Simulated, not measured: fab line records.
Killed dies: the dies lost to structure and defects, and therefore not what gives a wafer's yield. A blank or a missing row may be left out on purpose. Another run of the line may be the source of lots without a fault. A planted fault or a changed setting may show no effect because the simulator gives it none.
Chamber matching | flow n5 finfet | ald metal-01 running N5_HKMG_FIN_ALD_79: 4 sister chambers
The step deposits TiN, target thk 1.5 nm, pulse time 1 s, purge time 3 s. 16 wafers are shown with their chamber, then 8 later ones without.

== EACH WAFER AND ITS CHAMBER ==
wafer  | chamber | heater power w (W) | precursor pulse height rel
L074.1 | 1       | 844                | 0.995
L074.2 | 0       | 709                | 0.983
L074.3 | 2       | 972                | 1.014
L075.1 | 1       | 842                | 0.969
L075.2 | 0       | 697                | 0.967
L075.3 | 2       | 999                | 0.991
L075.4 | 3       | 708                | 1.008
L075.5 | 0       | 690                | 0.985
L075.6 | 3       | 699                | 0.980
L080.1 | 1       | 834                | 0.992
L080.2 | 0       | 709                | 1.040
L080.6 | 2       | 980                | 1.014
L086.1 | 2       | 974                | 0.976
L086.4 | 1       | 839                | 0.993
L086.5 | 3       | 688                | 0.978
L090.1 | 1       | 811                | 0.978

SIGNATURES (averages over the wafers above)
reading                    | chamber 0 | chamber 1 | chamber 2 | chamber 3 | scatter within a chamber
heater power w             | 701.25    | 834.00    | 981.25    | 698.33    | 11.7
precursor pulse height rel | 0.99375   | 0.98540   | 0.99875   | 0.98867   | 0.0208
Rule: for each reading, subtract the chamber's mean from the wafer's reading, divide by that reading's scatter and square the result; add these up over the readings and take the root, which gives the wafer's distance from the chamber. If the next closest chamber is less than 2 further off than the closest, the wafer can't be placed; otherwise it belongs to the closest. The scatter: take each reading less its chamber's mean, square it, sum over the shown wafers, divide by the number of wafers less the number of chambers, and take the root.

== WAFERS WITH NO CHAMBER GIVEN ==
wafer  | heater power w (W) | precursor pulse height rel
L090.2 | 725                | 0.997
L090.3 | 720                | 0.999
L090.4 | 836                | 0.995
L090.5 | 724                | 1.010
L090.6 | 703                | 1.021
L095.2 | 720                | 0.969
L095.5 | 704                | 1.054
L095.6 | 838                | 0.993

== WHICH CHAMBER EACH WENT THROUGH ==
wafer  | from the rows above     | in truth
L090.2 | can't be placed: 0 or 3 | 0
L090.3 | can't be placed: 0 or 3 | 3
L090.4 | 1                       | 1
L090.5 | can't be placed: 0 or 3 | 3
L090.6 | can't be placed: 0 or 3 | 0
L095.2 | can't be placed: 0 or 3 | 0
L095.5 | can't be placed: 0 or 3 | 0
L095.6 | 1                       | 1
Correct placement for 2 of the 8. Can't be placed from these rows: 6 (the true chamber is among the candidates in 6). 0 placed wrongly.
